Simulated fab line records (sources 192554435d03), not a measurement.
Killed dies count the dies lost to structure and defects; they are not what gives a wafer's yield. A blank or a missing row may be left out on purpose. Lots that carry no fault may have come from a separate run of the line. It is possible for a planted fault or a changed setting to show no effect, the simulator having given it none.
Chamber matching | flow n5 finfet | N5_BEOL_M7_CMP_52 on cmp-01: 4 sister chambers
The step polishes, stops on SiCOH lowk, t overpolish 6.9 s, target thk 80 nm. 4 wafers are shown with their chamber, then 9 later ones without.

## WAFERS, EACH WITH ITS CHAMBER
wafer  | chamber | motor current A (A)
L081.6 | 3       | 6.1
L081.4 | 0       | 4.6
L087.2 | 1       | 6.3
L087.5 | 2       | 5.7

## WAFERS WITHOUT THEIR CHAMBER
wafer  | motor current A (A)
L094.1 | 6.4
L094.4 | 6.4
L094.5 | 6.1
L096.2 | 4.6
L096.3 | 5.8
L096.4 | 6.5
L096.1 | 5.9
L096.5 | 6.2
L096.6 | 4.7

## CHAMBER TAKEN BY EACH
wafer  | from the rows above          | in truth
L094.1 | can't be placed: 1 or 3      | 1
L094.4 | can't be placed: 1 or 3      | 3
L094.5 | can't be placed: 3 or 1      | 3
L096.2 | 0                            | 0
L096.3 | can't be placed: 2 or 3      | 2
L096.4 | can't be placed: 1 or 3      | 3
L096.1 | can't be placed: 3 or 2 or 1 | 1
L096.5 | can't be placed: 1 or 3      | 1
L096.6 | 0                            | 0
Placed correctly: 2 of 9. Cannot be placed on the basis of these rows: 7; the candidates contain the true chamber in 7. Wrongly placed: 0.
How it was worked out, from the rows above alone: a wafer's distance from a chamber is the root of the sum, over the readings, of the square of ((its reading less the chamber's mean) divided by the reading's scatter). If the next closest chamber is less than 2 further off than the closest, the wafer can't be placed; otherwise it belongs to the closest. For every chamber, the mean is computed from those of its wafers that are shown. The scatter (one wafer shown for each chamber): square how far every hidden wafer sits from the nearest shown wafer, average those squares and take the square root.
